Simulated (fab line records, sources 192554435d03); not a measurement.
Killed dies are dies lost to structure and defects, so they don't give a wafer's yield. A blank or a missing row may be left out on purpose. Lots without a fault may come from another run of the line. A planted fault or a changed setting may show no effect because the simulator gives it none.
Chamber matching | flow n5_finfet | N5_DUMMY_GATE_ETCH_29 on rie_diel-06: 4 sister chambers
The step etches underlayer in N2/H2, target depth 13 nm. 4 wafers are shown with their chamber, then 9 later ones without.

WAFERS WITH THEIR CHAMBER
wafer  | chamber | showerhead_plenum_p_Torr (Torr)
L087.1 | 2       | 2.40
L090.1 | 3       | 2.50
L090.2 | 1       | 2.37
L090.6 | 0       | 2.63

WAFERS WITHOUT THEIR CHAMBER
wafer  | showerhead_plenum_p_Torr (Torr)
L092.1 | 2.50
L092.2 | 2.63
L092.6 | 2.50
L093.1 | 2.37
L093.4 | 2.72
L093.5 | 2.37
L096.2 | 2.37
L096.3 | 2.71
L096.5 | 2.50

WHICH CHAMBER EACH WENT THROUGH
wafer  | from the rows above     | in truth
L092.1 | 3                       | 3
L092.2 | 0                       | 0
L092.6 | 3                       | 3
L093.1 | can't be placed: 1 or 2 | 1
L093.4 | 0                       | 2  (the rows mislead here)
L093.5 | can't be placed: 1 or 2 | 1
L096.2 | can't be placed: 1 or 2 | 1
L096.3 | 0                       | 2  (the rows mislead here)
L096.5 | 3                       | 3
Placed correctly: 4 of 9. Can't be placed from these rows: 3 (the true chamber is among the candidates in 3). Placed wrongly: 2.
How it was worked out, from the rows above alone: a wafer's distance from a chamber is the root of the sum, over the readings, of the square of ((its reading less the chamber's mean) divided by the reading's scatter). The wafer belongs to the nearest chamber; if the next one is less than 2 further off, it can't be placed. A chamber's mean is the mean of its shown wafers. The scatter: with one shown wafer a chamber, the root of the mean of the squares of how far each hidden wafer lies from its nearest shown one.
